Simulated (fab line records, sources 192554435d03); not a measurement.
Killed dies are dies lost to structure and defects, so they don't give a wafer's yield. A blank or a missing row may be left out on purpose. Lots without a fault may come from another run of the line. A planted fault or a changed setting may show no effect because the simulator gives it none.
Split-lot experiment | flow n5_finfet | 7 lots, 21 wafers read, on a route of 1938 steps

THE SPLIT
At N5_BEOL_M2_ETCH_70 (etches SOC in N2/H2, target depth 80 nm, overetch 24 nm, time 130 s), the setting time_s was moved away from the recipe's 130 s on 6 of the 21 wafers read, by -17.4% to +20.3%. The other wafers ran this setting at the recipe's value.

The reading is taken at the split's own step.

THE READING
SiARC_of_BEOL_M2_COAT_68.thk_nm (the simulator's own value, which no gauge read), in nm, at N5_BEOL_M2_ETCH_70 (etches SOC in N2/H2, target depth 80 nm, overetch 24 nm, time 130 s). The file gives no usual value for it. The 15 wafers here that ran the recipe average 5.9 nm, standard deviation 0.088 nm.

wafer  | tool, chamber at the split | time_s as run, s | against the recipe | SiARC_of_BEOL_M2_COAT_68.thk_nm, nm | against lot-mates on the recipe
L074.2 | rie_diel-02, 2             | 130              | recipe             | 5.8                                 | -
L074.4 | rie_diel-02, 3,1           | 130              | recipe             | 6                                   | -
L074.6 | rie_diel-02, 3,1           | 130              | recipe             | 6                                   | -
L075.1 | rie_diel-05, 3,0           | 130              | recipe             | 5.8                                 | -
L075.4 | rie_diel-05, 3,0           | 130              | recipe             | 5.8                                 | -
L075.3 | rie_diel-05, 2             | 156.4            | +20.3%             | 4.4                                 | -1.4
L076.1 | rie_diel-02, 3             | 130              | recipe             | 6                                   | -
L076.2 | rie_diel-02, 2             | 145.5            | +11.9%             | 5                                   | -1.0
L076.3 | rie_diel-02, 1             | 145.5            | +11.9%             | 5.2                                 | -0.8
L078.1 | rie_diel-02, 2             | 151.7            | +16.7%             | 4.8                                 | -1.0
L078.5 | rie_diel-02, 3             | 151.7            | +16.7%             | 5                                   | -0.8
L078.6 | rie_diel-02, 2             | 130              | recipe             | 5.8                                 | -
L083.3 | rie_diel-05, 0,1,0         | 130              | recipe             | 5.8                                 | -
L083.5 | rie_diel-05, 0,1,0         | 130              | recipe             | 5.8                                 | -
L083.6 | rie_diel-05, 0,1,0         | 130              | recipe             | 5.8                                 | -
L088.2 | rie_diel-02, 3             | 130              | recipe             | 6                                   | -
L088.3 | rie_diel-02, 2,0           | 130              | recipe             | 5.8                                 | -
L088.4 | rie_diel-02, 2,0           | 130              | recipe             | 5.8                                 | -
L090.1 | rie_diel-05, 0             | 107.4            | -17.4%             | 6.8                                 | +1.0
L090.3 | rie_diel-05, 2             | 130              | recipe             | 5.8                                 | -
L090.4 | rie_diel-05, 2             | 130              | recipe             | 5.8                                 | -
Where a row lists several chambers, the file gives one row for several wafers and doesn't say which wafer went through which chamber.

THE FIT
A straight line over all 21 wafers: SiARC_of_BEOL_M2_COAT_68.thk_nm changes by -0.0611 nm for each +1% of time_s; r = -0.98; the points scatter about the line by 0.11 nm.
The same after taking each lot's own level away (the mean of its wafers on the recipe; 21 wafers): -0.062 nm for each +1%; r = -0.98; scatter 0.1 nm.
On that fit, the largest move of time_s shifts the reading by 1.3 nm.
The lots' own levels span 5.80 to 6.00 nm, that is 2.3 times the standard deviation above.
So the lot-to-lot level changes the slope little: the two slopes agree.
Check: with one of the wafers moved furthest among these (+20.3%) left out of the fit, the line predicts -1.23 nm for it against its lot-mates. It came out at -1.4 nm against them.

THE FILE'S OWN FIT
SiARC_of_BEOL_M2_COAT_68.thk_nm changes by -0.063 nm for each +1% of time_s, r = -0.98.
